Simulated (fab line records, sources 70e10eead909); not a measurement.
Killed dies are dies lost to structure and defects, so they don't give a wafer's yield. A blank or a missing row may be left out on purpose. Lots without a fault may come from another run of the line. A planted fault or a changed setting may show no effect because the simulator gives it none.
Which tool did it? | flow nand_harc | 11 lots, 33 wafers sampled, at 5 steps of a route of 1159

WHAT THE GAUGES READ, wafer by wafer
NHARC_END_SORT_01.
lot  | measured     | on        | defect_limited_yield (%)
L882 | day 20 17:52 | prober-01 | 97.9 97.6 97.8
L887 | day 21 15:13 | prober-02 | 96.5 90.1 96.2
L894 | day 24 10:16 | prober-02 | 93.2 93.2 94.8
L896 | day 24 14:22 | prober-01 | 95.0 94.7 95.0
L899 | day 25 05:49 | prober-01 | 98.1 97.9 97.0

WHICH TOOL RAN EACH LOT (tool, then ch and the chambers of the sampled wafers, then the start)
lot  | NHARC_A_BONDPAD_ETCH_34            | NHARC_A_BONDPAD_ETCH_12            | NHARC_A_BONDPAD_PVD_27                  | NHARC_THIN_TSV_STRIP_56
L878 | rie_diel-01 ch 0,1, day 18 06:17   | rie_diel-01 ch 0,1,3, day 18 06:23 | pvd_sputter-03, day 19 06:50 or earlier | plasma_asher-01 ch 0,1, day 19 06:50
L879 | rie_diel-05 ch 0,1,2, day 18 15:53 | rie_diel-05 ch 0,1,2, day 18 15:59 | pvd_sputter-02, day 19 13:37 or earlier | plasma_asher-02 ch 0, day 19 13:37
L881 | rie_diel-05 ch 1,2, day 19 00:10   | rie_diel-05 ch 2,3, day 19 00:15   | pvd_sputter-02, day 20 00:03 or earlier | plasma_asher-02 ch 0,1, day 20 00:03
L882 | rie_diel-01 ch 1,2,3, day 19 10:28 | rie_diel-01 ch 0,2, day 19 10:33   | pvd_sputter-01, day 20 08:07 or earlier | plasma_asher-02 ch 0,1, day 20 08:07
L887 | rie_diel-05 ch 0,1, day 20 07:03   | rie_diel-05 ch 1,2,3, day 20 07:09 | pvd_sputter-01, day 21 06:05 or earlier | plasma_asher-02 ch 1, day 21 06:05
L894 | rie_diel-09 ch 0,1,2, day 22 19:57 | rie_diel-09 ch 0,1, day 22 20:14   | pvd_sputter-02, day 23 21:49 or earlier | plasma_asher-01 ch 0,1, day 23 21:49
L896 | rie_diel-05 ch 1,2,3, day 23 05:41 | rie_diel-05 ch 0,1,3, day 23 05:49 | pvd_sputter-03, day 24 03:55 or earlier | plasma_asher-01 ch 0,1, day 24 03:55
L898 | rie_diel-01 ch 1,2,3, day 23 09:19 | rie_diel-01 ch 1,2, day 23 09:23   | pvd_sputter-02, day 24 04:34 or earlier | plasma_asher-02 ch 0,1, day 24 04:34
L897 | rie_diel-05 ch 1,3, day 23 15:52   | rie_diel-05 ch 0,1, day 23 15:59   | pvd_sputter-03, day 24 13:52 or earlier | plasma_asher-02 ch 0,1, day 24 13:52
L899 | rie_diel-05 ch 0,1, day 23 19:47   | rie_diel-05 ch 1,3, day 23 19:53   | pvd_sputter-03, day 24 19:52 or earlier | plasma_asher-02 ch 0,1, day 24 19:52
L900 | rie_diel-01 ch 1,3, day 23 20:17   | rie_diel-01 ch 0,1,2, day 23 20:23 | pvd_sputter-01, day 24 18:37 or earlier | plasma_asher-02 ch 0,1, day 24 18:37
- NHARC_A_BONDPAD_ETCH_34: etches the open film in N2/H2, target depth 60 nm, overetch 18 nm, time 65.91 s.
- NHARC_A_BONDPAD_ETCH_12: etches the open film in CHF3/O2, target depth 220 nm, time 110 s.
- NHARC_A_BONDPAD_PVD_27: deposits Cu, target thk 30 nm, time 20.49 s.
- NHARC_THIN_TSV_STRIP_56: strips in O2.

THE ANSWER, worked out from the rows above alone
Rule: what is usual is taken from the lots themselves. Put in order of their means at a reading, lots are off if they are a third of the lots or fewer, leave a main group of 4 or more, and stand apart from it by a gap of 3 or more times the standard deviation of the main group's means; of several such gaps the widest counts. A main group whose means are all the same, to the digits that the tables above print for the reading, isn't used. A lot without any number at a reading at which 4 lots or more have one is off too. The other lots that the step has rows for count as sound.
No lot is off at any reading shown: from this, nothing can be told.

WHAT THE SIMULATOR HAD PUT IN
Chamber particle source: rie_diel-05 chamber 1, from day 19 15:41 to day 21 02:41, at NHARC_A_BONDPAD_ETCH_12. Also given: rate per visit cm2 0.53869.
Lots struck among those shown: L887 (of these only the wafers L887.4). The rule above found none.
